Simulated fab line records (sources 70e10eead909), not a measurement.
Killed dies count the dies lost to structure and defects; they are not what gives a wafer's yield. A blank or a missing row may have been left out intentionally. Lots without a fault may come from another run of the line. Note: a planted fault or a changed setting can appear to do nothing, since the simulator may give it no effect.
fab line records + flow nand-harc
[record]
- lots = 11
- wafers = 33
- last-day = 34
route steps=1302 shown A_CONTACT@1067 END@1302
lots that met no fault: from a run of the same line without faults
start-h: start of the lot's first displayed wafer, in hours after the record's first day + wait-h: time in hours since the lot's previous step + " as in the row above + L1.1+2: a row that stands for several wafers + - either no value or no given start + * or withheld: withheld + < > ~ a bound
route shown NAME@n: a module of which the file shows steps, and the number in the route of the first + usual: mean/standard deviation of fault-free wafers + same: alike in all rows + chamber/n: place in a boat + sites: readings site by site + _std_site: standard deviation across them + _edge_site: inner sites' mean taken away from outer sites' mean + radius-mm: how far each site lies from the wafer's centre + mask NAME#n: copy n + behind: the most recent tool/chamber to have shaped the wafer + hold: reason for holding the lot/hours on hold/outcome of the hold + device: the n, p or np transistor that did not switch + end of line: at the end of the route, the tests of the same wafers + a step with no rows: only its recipe + killed: count of dies lost to structure and defects at first sort (not the wafer's yield) + map: dies across one wafer; x = killed, . = not, _ = none there
set.NAME: the setting that was run; set.NAME@STEP: the one run at that earlier step + model.NAME: the simulator's own value behind a step, which no gauge read
route steps across a sampled set of lots; one table per step, one row per wafer
services: a tool's chamber out of use, with start hour (start-h, from the record's first day; less than 0 if before it), hours out, and reason
[[steps]]
[step NHARC_A_CONTACT_DEP_85]
[recipe]
- target-thk-a = 600
- target-thk-nm = 60
- temp-c = 400
- pressure-torr = 3.5
- flow-sccm = 200
- rf-w = 350
- material = SiON
[usual]
- heater-power-w = 739/110
| lot.wafer | tool     | chamber | start-h | wait-h | heater-power-w |
|-----------|----------|---------|---------|--------|----------------|
| L134.2    | pecvd-03 | 1       | 519.76  | 1.2    | 731            |
| L134.6    | "        | 2       | "       | "      | 875            |
| L134.5    | "        | 0       | "       | "      | 577            |
| L137.1    | pecvd-03 | 1       | 527.14  | 1.4    | 715            |
| L137.4    | "        | 2       | "       | "      | 926            |
| L137.5    | "        | 0       | "       | "      | 536            |
| L135.2    | pecvd-03 | 1       | 528.20  | 1.2    | 786            |
| L135.1    | "        | 2       | "       | "      | 856            |
| L135.5    | "        | 1       | "       | "      | 758            |
| L142.2    | pecvd-02 | 1       | 606.87  | 1.2    | 729            |
| L142.3    | "        | 2       | "       | "      | 769            |
| L142.5    | "        | 2       | "       | "      | 773            |
| L144.3    | pecvd-01 | 0       | 616.17  | 0.9    | 779            |
| L144.1    | "        | 2       | "       | "      | 764            |
| L144.5    | "        | 1       | "       | "      | 591            |
| L148.1    | pecvd-03 | 2       | 646.40  | 1.5    | 822            |
| L148.3    | "        | 2       | "       | "      | 848            |
| L148.6    | "        | 2       | "       | "      | 831            |
| L153.1    | pecvd-01 | 1       | 701.42  | 1.5    | 597            |
| L153.4    | "        | 1       | "       | "      | 605            |
| L153.6    | "        | 2       | "       | "      | 810            |
| L155.1    | pecvd-03 | 1       | 715.76  | 1.4    | 822            |
| L155.4    | "        | 1       | "       | "      | 830            |
| L155.5    | "        | 2       | "       | "      | 876            |
| L154.1    | pecvd-03 | 0       | 716.80  | 1.5    | 540            |
| L154.3    | "        | 2       | "       | "      | 889            |
| L154.4    | "        | 0       | "       | "      | 532            |
| L157.2    | pecvd-02 | 1       | 751.01  | 1.2    | 804            |
| L157.4    | "        | 2       | "       | "      | 767            |
| L157.5    | "        | 0       | "       | "      | 797            |
| L156.3    | pecvd-03 | 0       | 751.81  | 0.9    | 568            |
| L156.2    | "        | 1       | "       | "      | 725            |
| L156.5    | "        | 0       | "       | "      | 584            |
[step NHARC_A_CONTACT_DESCUM_13]
[recipe]
- time-s = 3
- o2-flow-sccm = 200
- ar-flow-sccm = 0
- bias-power-w = 0
- chemistry = O2
[usual]
- drypump-motor-current-A = 5.8/0.47
- o2-flow-sccm = 200.0/0.61
- oes-product-au = 1.002/0.0081
- rf-vpp-V = 57.6/0.88
- showerhead-plenum-p-Torr = 1.88/0.085
- throttle-valve-pct = 11.310/0.0094
[same]
- bias-power-w = 0
| lot.wafer | tool        | chamber | start-h | wait-h | drypump-motor-current-A | o2-flow-sccm | oes-product-au | rf-hours-counter-h | rf-vpp-V | showerhead-plenum-p-Torr | throttle-valve-pct |
|-----------|-------------|---------|---------|--------|-------------------------|--------------|----------------|--------------------|----------|--------------------------|--------------------|
| L134.2    | rie-diel-12 | 3       | 520.58  | 0.1    | 6.4                     | 199.3        | 1.005          | 10                 | 56.9     | 1.89                     | 11.305             |
| L134.6    | "           | 2       | "       | "      | 5.1                     | 200.1        | 0.997          | -                  | 58.7     | 1.91                     | 11.324             |
| L134.5    | "           | 3       | "       | "      | 6.4                     | 200.6        | 1.005          | -                  | 57.2     | 1.89                     | 11.296             |
| L137.1    | rie-diel-12 | 1       | 528.05  | 0.1    | 6.4                     | 199.4        | 0.993          | 12                 | 58.5     | 1.84                     | 11.308             |
| L137.4    | "           | 1       | "       | "      | 6.4                     | 199.1        | 0.998          | -                  | 57.0     | 1.84                     | 11.305             |
| L137.5    | "           | 0       | "       | "      | 5.6                     | 199.1        | 0.990          | -                  | 57.1     | 1.77                     | 11.312             |
| L135.2    | rie-diel-12 | 1       | 529.09  | 0.1    | 6.4                     | 201.6        | 0.998          | 12                 | 56.4     | 1.84                     | 11.304             |
| L135.1    | "           | 3       | "       | "      | 6.4                     | 200.0        | 1.003          | 12                 | 56.3     | 1.89                     | 11.290             |
| L135.5    | "           | 3       | "       | "      | 6.4                     | 200.4        | 1.008          | -                  | 57.0     | 1.89                     | 11.296             |
| L142.2    | rie-diel-10 | 0       | 607.62  | 0.1    | 5.6                     | 200.5        | 1.017          | 0                  | 59.4     | 1.88                     | 11.306             |
| L142.3    | "           | 2       | "       | "      | 5.3                     | 199.6        | 1.004          | 0                  | 57.0     | 2.06                     | 11.311             |
| L142.5    | "           | 1       | "       | "      | 5.5                     | 200.3        | 1.009          | -                  | 58.2     | 1.90                     | 11.303             |
| L144.1    | rie-diel-12 | 3       | 617.09  | 0.1    | 6.4                     | 199.9        | 1.005          | 30                 | 57.0     | 1.88                     | 11.320             |
| L144.3    | "           | 0       | "       | "      | 5.6                     | 199.4        | 0.997          | 32                 | 58.2     | 1.76                     | 11.311             |
| L144.5    | "           | 3       | "       | "      | 6.4                     | 200.0        | 1.004          | -                  | 58.0     | 1.88                     | 11.302             |
| L148.3    | rie-diel-10 | 2       | 647.23  | 0.1    | 5.3                     | 199.2        | 1.007          | 14                 | 57.9     | 2.05                     | 11.302             |
| L148.1    | "           | 1       | "       | "      | 5.6                     | 200.4        | 0.990          | 18                 | 58.1     | 1.90                     | 11.323             |
| L148.6    | "           | 3       | "       | "      | 6.0                     | 200.4        | 0.999          | -                  | 57.1     | 1.81                     | 11.304             |
| L153.4    | rie-diel-12 | 2       | 702.58  | 0.3    | 5.2                     | 199.4        | 0.996          | 11                 | 58.3     | 1.90                     | 11.309             |
| L153.1    | "           | 0       | "       | "      | 5.6                     | 199.6        | 1.000          | 13                 | 58.7     | 2.07                     | 11.290             |
| L153.6    | "           | 2       | "       | "      | 5.2                     | 199.6        | 1.007          | -                  | 56.8     | 1.90                     | 11.319             |
| L155.1    | rie-diel-10 | 1       | 716.55  | 0.1    | 5.5                     | 200.1        | 0.996          | 45                 | 57.5     | 1.89                     | 11.302             |
| L155.5    | "           | 1       | "       | "      | 5.5                     | 200.0        | 1.000          | -                  | 58.7     | 1.89                     | 11.314             |
| L155.4    | "           | 3       | "       | "      | 6.0                     | 200.2        | 1.000          | -                  | 58.2     | 1.80                     | 11.307             |
| L154.4    | rie-diel-12 | 3       | 717.58  | 0.1    | 6.4                     | 200.5        | 0.994          | 14                 | 57.7     | 1.87                     | 11.317             |
| L154.1    | "           | 0       | "       | "      | 5.6                     | 199.3        | 0.993          | 15                 | 56.8     | 2.07                     | 11.315             |
| L154.3    | "           | 1       | "       | "      | 6.4                     | 200.0        | 0.991          | 14                 | 57.8     | 1.83                     | 11.320             |
| L157.4    | rie-diel-12 | 2       | 751.79  | 0.1    | 5.2                     | 200.3        | 1.004          | 21                 | 58.0     | 1.90                     | 11.301             |
| L157.2    | "           | 3       | "       | "      | 6.4                     | 200.5        | 0.993          | 22                 | 58.0     | 1.87                     | 11.313             |
| L157.5    | "           | 3       | "       | "      | 6.4                     | 200.2        | 0.994          | -                  | 58.2     | 1.87                     | 11.326             |
| L156.3    | rie-diel-10 | 1       | 752.69  | 0.1    | 5.5                     | 198.7        | 1.007          | 55                 | 58.5     | 1.88                     | 11.319             |
| L156.2    | "           | 2       | "       | "      | 5.3                     | 200.8        | 1.004          | 47                 | 57.7     | 2.04                     | 11.315             |
| L156.5    | "           | 0       | "       | "      | 5.6                     | 201.3        | 0.999          | -                  | 57.5     | 1.86                     | 11.317             |
[step NHARC_A_CONTACT_ETCH_136]
[recipe]
- source-w = withheld
- pressure-mtorr = 20
- bias-v = 1200
- time-s = 311
- target-depth-a = 19120
- ar-flow-sccm = withheld
- c4f8-flow-sccm = withheld
- o2-flow-sccm = withheld
- chemistry = C4F8/O2/Ar
[usual]
- chamber-pressure-mTorr = 20.003/0.019
- oes-air-line-au = 0.998/0.021
| lot.wafer | tool            | chamber | start-h | wait-h | chamber-pressure-mTorr | oes-air-line-au | rf-hours-counter-h |
|-----------|-----------------|---------|---------|--------|------------------------|-----------------|--------------------|
| L134.2    | har-cap-etch-02 | 0       | 522.90  | 0.2    | 20.014                 | 1.025           | 93                 |
| L134.6    | "               | 1       | "       | "      | 20.008                 | 1.010           | -                  |
| L134.5    | "               | 0       | "       | "      | 20.010                 | 0.979           | -                  |
| L137.1    | har-cap-etch-02 | 1       | 530.55  | 0.2    | 20.006                 | 1.031           | 94                 |
| L137.4    | "               | 1       | "       | "      | 20.026                 | 1.025           | -                  |
| L137.5    | "               | 0       | "       | "      | 20.003                 | 1.016           | -                  |
| L135.1    | har-cap-etch-03 | 0       | 531.72  | 0.2    | 20.005                 | 1.003           | 46                 |
| L135.2    | "               | 1       | "       | "      | 20.044                 | 0.975           | 46                 |
| L135.5    | "               | 0       | "       | "      | 20.001                 | 1.000           | -                  |
| L142.2    | har-cap-etch-01 | 0       | 609.56  | 0.2    | 19.999                 | 0.992           | 18                 |
| L142.3    | "               | 1       | "       | "      | 19.983                 | 1.004           | -                  |
| L142.5    | "               | 0       | "       | "      | 19.998                 | 0.995           | -                  |
| L144.1    | har-cap-etch-03 | 1       | 618.68  | 0.2    | 20.018                 | 1.056           | 61                 |
| L144.3    | "               | 1       | "       | "      | 20.008                 | 1.014           | -                  |
| L144.5    | "               | 0       | "       | "      | 19.964                 | 1.017           | -                  |
| L148.1    | har-cap-etch-01 | 0       | 648.87  | 0.2    | 20.020                 | 1.006           | 26                 |
| L148.3    | "               | 0       | "       | "      | 20.006                 | 0.987           | -                  |
| L148.6    | "               | 0       | "       | "      | 19.991                 | 0.996           | -                  |
| L153.1    | har-cap-etch-03 | 1       | 704.20  | 0.2    | -                      | -               | -                  |
| L153.4    | "               | 0       | "       | "      | -                      | -               | -                  |
| L153.6    | "               | 0       | "       | "      | -                      | -               | -                  |
| L155.1    | har-cap-etch-03 | 1       | 718.50  | 0.3    | 19.997                 | 0.971           | 78                 |
| L155.4    | "               | 0       | "       | "      | 20.002                 | 0.991           | -                  |
| L155.5    | "               | 1       | "       | "      | 20.030                 | 1.003           | -                  |
| L154.1    | har-cap-etch-02 | 0       | 719.38  | 0.3    | -                      | -               | -                  |
| L154.3    | "               | 1       | "       | "      | -                      | -               | -                  |
| L154.4    | "               | 0       | "       | "      | -                      | -               | -                  |
| L157.2    | har-cap-etch-02 | 1       | 753.44  | 0.2    | 20.026                 | 0.994           | 133                |
| L157.4    | "               | 0       | "       | "      | 20.015                 | 0.984           | -                  |
| L157.5    | "               | 1       | "       | "      | 20.031                 | 0.987           | -                  |
| L156.2    | har-cap-etch-01 | 0       | 755.91  | 0.3    | 20.003                 | 0.992           | 44                 |
| L156.3    | "               | 0       | "       | "      | 19.967                 | 0.988           | -                  |
| L156.5    | "               | 1       | "       | "      | 20.018                 | 1.000           | -                  |
[step NHARC_A_CONTACT_ETCH_98]
[recipe]
- target-depth-a = 200
- over-etch-frac = 0.5
- time-s = 10
- ion-energy-ev = 250
- c4f6-flow-sccm = 25
- o2-flow-sccm = 20
- ar-flow-sccm = 500
- rf-w = 600
- bias-w = 500
- chemistry = C4F6/O2
[usual]
- bias-w = 499.8/1.5
- c4f6-flow-sccm = 25.00/0.069
- drypump-motor-current-A = 5.8/0.43
- o2-flow-sccm = 20.01/0.06
- oes-product-au = 0.962/0.023
- rf-vpp-V = 546/3.9
- showerhead-plenum-p-Torr = 3.88/0.18
- throttle-valve-pct = 26.904/0.0093
| lot.wafer | tool        | chamber | start-h | wait-h | bias-w | c4f6-flow-sccm | drypump-motor-current-A | o2-flow-sccm | oes-product-au | rf-hours-counter-h | rf-vpp-V | showerhead-plenum-p-Torr | throttle-valve-pct |
|-----------|-------------|---------|---------|--------|--------|----------------|-------------------------|--------------|----------------|--------------------|----------|--------------------------|--------------------|
| L134.2    | rie-diel-12 | 1       | 524.39  | 0.1    | 501.2  | 25.02          | 6.4                     | 19.96        | 0.938          | 11                 | 541      | 3.78                     | 26.918             |
| L134.6    | "           | 1       | "       | "      | 501.5  | 24.98          | 6.4                     | 19.96        | 0.944          | -                  | 544      | 3.78                     | 26.907             |
| L134.5    | "           | 3       | "       | "      | 500.1  | 25.06          | 6.4                     | 20.12        | 0.958          | -                  | 545      | 3.87                     | 26.909             |
| L137.4    | rie-diel-10 | 0       | -       | -      | 499.4  | 25.07          | 5.6                     | 19.99        | 1.006          | 31                 | 545      | 3.87                     | 26.916             |
| L137.1    | "           | 1       | "       | "      | 498.6  | 25.08          | 5.5                     | 20.00        | 0.997          | 35                 | 547      | 3.91                     | 26.904             |
| L137.5    | "           | 2       | "       | "      | 500.3  | 25.05          | 5.3                     | 19.98        | 0.999          | -                  | 552      | 4.20                     | 26.890             |
| L135.1    | rie-diel-12 | 3       | 533.60  | 0.3    | 499.2  | 25.10          | 6.4                     | 20.00        | 0.969          | 15                 | 545      | 3.87                     | 26.908             |
| L135.2    | "           | 0       | "       | "      | 499.0  | 24.93          | 5.6                     | 20.06        | 0.960          | 16                 | 543      | 3.65                     | 26.916             |
| L135.5    | "           | 3       | "       | "      | 500.5  | 25.08          | 6.4                     | 19.94        | 0.974          | -                  | 547      | 3.87                     | 26.903             |
| L142.3    | rie-diel-13 | 2       | -       | -      | 499.1  | 25.08          | 6.2                     | 20.05        | 0.972          | 29                 | 552      | 4.21                     | 26.912             |
| L142.2    | "           | 3       | "       | "      | 499.9  | 24.98          | 5.4                     | 20.02        | 0.948          | 30                 | 541      | 3.75                     | 26.914             |
| L142.5    | "           | 3       | "       | "      | 498.7  | 24.94          | 5.4                     | 20.00        | 0.937          | -                  | 544      | 3.75                     | 26.909             |
| L144.1    | rie-diel-10 | 0       | -       | -      | 500.5  | 24.98          | 5.6                     | 20.00        | 0.957          | 6                  | 547      | 3.85                     | 26.909             |
| L144.3    | "           | 1       | "       | "      | 498.5  | 24.93          | 5.5                     | 19.96        | 0.964          | 6                  | 546      | 3.90                     | 26.909             |
| L144.5    | "           | 0       | "       | "      | 500.8  | 25.08          | 5.6                     | 20.09        | 0.955          | -                  | 543      | 3.85                     | 26.893             |
| L148.1    | rie-diel-12 | 2       | -       | -      | 501.5  | 24.95          | 5.2                     | 19.95        | 0.959          | 4                  | 546      | 3.91                     | 26.893             |
| L148.3    | "           | 0       | "       | "      | 499.1  | 24.97          | 5.6                     | 19.97        | 0.965          | 4                  | 552      | 4.22                     | 26.897             |
| L148.6    | "           | 2       | "       | "      | 501.8  | 24.93          | 5.2                     | 19.86        | 0.956          | -                  | 545      | 3.91                     | 26.901             |
| L153.4    | rie-diel-13 | 2       | -       | -      | 501.6  | 24.92          | 6.2                     | 20.01        | 0.990          | 0                  | 553      | 4.19                     | 26.899             |
| L153.1    | "           | 0       | "       | "      | 499.7  | 24.97          | 5.7                     | 20.00        | 0.992          | 0                  | 545      | 3.82                     | 26.906             |
| L153.6    | "           | 1       | "       | "      | 500.2  | 24.95          | 5.7                     | 20.10        | 0.989          | -                  | 553      | 4.23                     | 26.899             |
| L155.4    | rie-diel-12 | 1       | -       | -      | 498.4  | 25.05          | 6.4                     | 20.06        | 0.990          | 14                 | 543      | 3.76                     | 26.900             |
| L155.1    | "           | 3       | "       | "      | 498.8  | 25.03          | 6.4                     | 19.99        | 0.995          | 15                 | 546      | 3.85                     | 26.905             |
| L155.5    | "           | 1       | "       | "      | 498.7  | 25.06          | 6.4                     | 19.97        | 1.000          | -                  | 543      | 3.76                     | 26.897             |
| L154.3    | rie-diel-10 | 3       | -       | -      | 503.5  | 25.14          | 6.0                     | 20.00        | 0.970          | 47                 | 544      | 3.72                     | 26.923             |
| L154.4    | "           | 1       | "       | "      | 500.8  | 24.90          | 5.6                     | 20.10        | 0.949          | 47                 | 545      | 3.87                     | 26.913             |
| L154.1    | "           | 2       | "       | "      | 499.6  | 25.00          | 5.3                     | 19.99        | 0.936          | 37                 | 553      | 4.17                     | 26.905             |
| L157.4    | rie-diel-12 | 3       | -       | -      | 499.4  | 25.16          | 6.4                     | 19.97        | 0.944          | 23                 | 546      | 3.85                     | 26.903             |
| L157.2    | "           | 1       | "       | "      | 497.5  | 24.99          | 6.4                     | 19.98        | 0.926          | 21                 | 545      | 3.76                     | 26.897             |
| L157.5    | "           | 3       | "       | "      | 501.9  | 24.99          | 6.4                     | 20.02        | 0.947          | -                  | 546      | 3.85                     | 26.907             |
| L156.2    | rie-diel-13 | 3       | -       | -      | 501.1  | 25.01          | 5.5                     | 20.04        | 0.948          | 13                 | 542      | 3.72                     | 26.906             |
| L156.3    | "           | 0       | "       | "      | 500.9  | 24.98          | 5.7                     | 19.93        | 0.946          | 15                 | 546      | 3.81                     | 26.907             |
| L156.5    | "           | 2       | "       | "      | 497.5  | 25.01          | 6.2                     | 20.01        | 0.931          | -                  | 552      | 4.18                     | 26.908             |
[step NHARC_END_SORT_01]
[recipe]
- temp-c = 25
[usual]
- killed-at-array = 53/18
- killed-at-other = 0.8/1.1
- killed-at-periphery = 4.1/2.7
- killed-dies = 58/18
- killed-open = 3.1/1.7
- killed-short = 2.7/1.7
[same]
- gross-dies = 677
| lot.wafer | tool      | chamber | start-h | wait-h | killed-at-array | killed-at-other | killed-at-periphery | killed-dies | killed-open | killed-short |
|-----------|-----------|---------|---------|--------|-----------------|-----------------|---------------------|-------------|-------------|--------------|
| L153.1    | prober-01 | 0       | 752.87  | 2.5    | 671             | 1               | 5                   | 677         | 1           | 0            |
| L153.4    | prober-01 | 0       | 755.23  | 3.4    | 676             | 0               | 1                   | 677         | 4           | 2            |
| L153.6    | prober-01 | 0       | 756.81  | 3.9    | 673             | 0               | 4                   | 677         | 3           | 1            |
| L154.1    | prober-01 | 0       | 770.78  | 2.5    | 673             | 0               | 4                   | 677         | 0           | 1            |
| L154.3    | prober-01 | 0       | 772.39  | 3.1    | 670             | 1               | 6                   | 677         | 2           | 3            |
| L154.4    | prober-01 | 0       | 773.20  | 3.4    | 673             | 0               | 4                   | 677         | 3           | 1            |
// killed by level:class
L153.1 A_CONTACT:area-etch=582 A_CHANNEL_HOLE_D1:chamber-film-flake=36 A_SLIT:chamber-film-flake=25 A_CHANNEL_HOLE_D2:chamber-film-flake=19 A_CONTACT:chamber-film-flake=4 P_GATE:chamber-film-flake=3 A_STAIRCASE:chamber-film-flake=3 P_ZERO_WELL:chamber-film-flake=2
L153.4 A_CONTACT:area-etch=605 A_SLIT:chamber-film-flake=33 A_CHANNEL_HOLE_D2:chamber-film-flake=16 A_CHANNEL_HOLE_D1:chamber-film-flake=9 A_STAIRCASE:chamber-film-flake=2 A_CHANNEL_FILL_D2:chamber-film-flake=2 A_CHANNEL_FILL_D1:geometric-particle:open=1 A_ONON_D2:geometric-particle:open=1
L153.6 A_CONTACT:area-etch=603 A_SLIT:chamber-film-flake=35 A_CHANNEL_HOLE_D2:chamber-film-flake=17 A_CHANNEL_HOLE_D1:chamber-film-flake=13 P_GATE:chamber-film-flake=2 A_CHANNEL_FILL_D2:geometric-particle:short=1 A_SGD_CUT:geometric-particle:open=1 A_BLC:geometric-particle:open=1
L154.1 A_CONTACT:area-etch=623 A_CHANNEL_HOLE_D2:chamber-film-flake=26 A_SLIT:chamber-film-flake=8 A_CHANNEL_HOLE_D1:chamber-film-flake=7 A_CONTACT:chamber-film-flake=3 A_WL_FILL:chamber-film-flake=3 P_M2:chamber-film-flake=2 A_CHANNEL_FILL_D1:geometric-particle:short=1
L154.3 A_CONTACT:area-etch=605 A_CHANNEL_HOLE_D2:chamber-film-flake=30 A_CHANNEL_HOLE_D1:chamber-film-flake=19 A_SLIT:chamber-film-flake=7 A_CONTACT:chamber-film-flake=6 P_M2:chamber-film-flake=2 P_GATE:geometric-particle:open=1 P_M0:geometric-particle:open=1
L154.4 A_CONTACT:area-etch=613 A_CHANNEL_HOLE_D2:chamber-film-flake=23 A_CHANNEL_HOLE_D1:chamber-film-flake=17 A_CONTACT:chamber-film-flake=6 A_SLIT:chamber-film-flake=5 A_STAIRCASE:chamber-film-flake=4 P_M2:chamber-film-flake=3 A_CHANNEL_FILL_D1:geometric-particle:open=1
[[services]]
| tool            | chamber | start-h | hours | kind   |
|-----------------|---------|---------|-------|--------|
| har-cap-etch-01 | -       | 497.30  | 17.0  | pm     |
| pecvd-03        | -       | 499.00  | 1.1   | repair |
| rie-diel-13     | -       | 519.02  | 9.0   | pm     |
| rie-diel-13     | 1       | 533.64  | 5.1   | repair |
| pecvd-03        | -       | 536.63  | 0.7   | repair |
| pecvd-03        | -       | 547.56  | 13.0  | pm     |
| rie-diel-10     | -       | 552.61  | 1.2   | repair |
| har-cap-etch-01 | -       | 574.63  | 0.6   | repair |
| rie-diel-10     | -       | 597.98  | 9.0   | pm     |
| pecvd-03        | -       | 612.10  | 0.4   | repair |
| rie-diel-12     | -       | 623.21  | 9.0   | pm     |
| pecvd-03        | 1       | 629.25  | 18.9  | repair |
| rie-diel-10     | 1       | 655.03  | 5.8   | repair |
| rie-diel-13     | 1       | 657.94  | 4.5   | repair |
| rie-diel-10     | 2       | 658.19  | 6.1   | repair |
| rie-diel-10     | 2       | 711.88  | 7.7   | repair |
| pecvd-03        | -       | 713.71  | 1.1   | repair |
| pecvd-03        | -       | 717.17  | 0.6   | repair |
| rie-diel-12     | 1       | 722.84  | 4.8   | repair |
| rie-diel-10     | 1       | 725.70  | 2.9   | repair |
| pecvd-03        | -       | 728.59  | 13.0  | pm     |
| har-cap-etch-02 | -       | 736.90  | 0.4   | repair |
| rie-diel-12     | 0       | 741.53  | 2.4   | repair |
| har-cap-etch-02 | -       | 754.49  | 17.0  | pm     |
[[key]]
[first-sign]
- step = NHARC_A_CONTACT_ETCH_136
- reading = tool-record
- direction = missing
[effect]
- step = NHARC_END_SORT_01
- reading = killed-dies
- direction = up
- sigmas = 34
- usual = 58
- struck = 677
[more-kills-born-at]
- NHARC_A_CONTACT_ETCH_136@har-cap-etch-02 = 1841
- NHARC_A_CONTACT_ETCH_136@har-cap-etch-03 = 1790
met-at NHARC_A_CONTACT_ETCH_136
struck-lots L153,L154
later-rows-left-out L153.1,L153.4,L153.6,L154.1,L154.3,L154.4
tester-left-out L153,L154
not-acting-at NHARC_A_CONTACT_DEP_85,NHARC_A_CONTACT_DESCUM_13,NHARC_A_CONTACT_ETCH_98
onset-between 618.68 704.20
[fault]
- kind = skipped-step-whole
- tool = har-cap-etch-02,har-cap-etch-03
- chamber = -
- onset-h = 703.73
- steps = NHARC_A_CONTACT_ETCH_136
- scope = struck-lots-only
// tester-left-out: of these lots the tester's yield and bins aren't shown, on N5 and GAA mostly nor the transistor test; their killed dies are dies lost to structure and defects alone, not to doping, threshold or leakage, so they don't give the yield
// later-rows-left-out: the simulator's readings of these wafers behind a module that went badly wrong aren't trusted and aren't shown, but for the sort
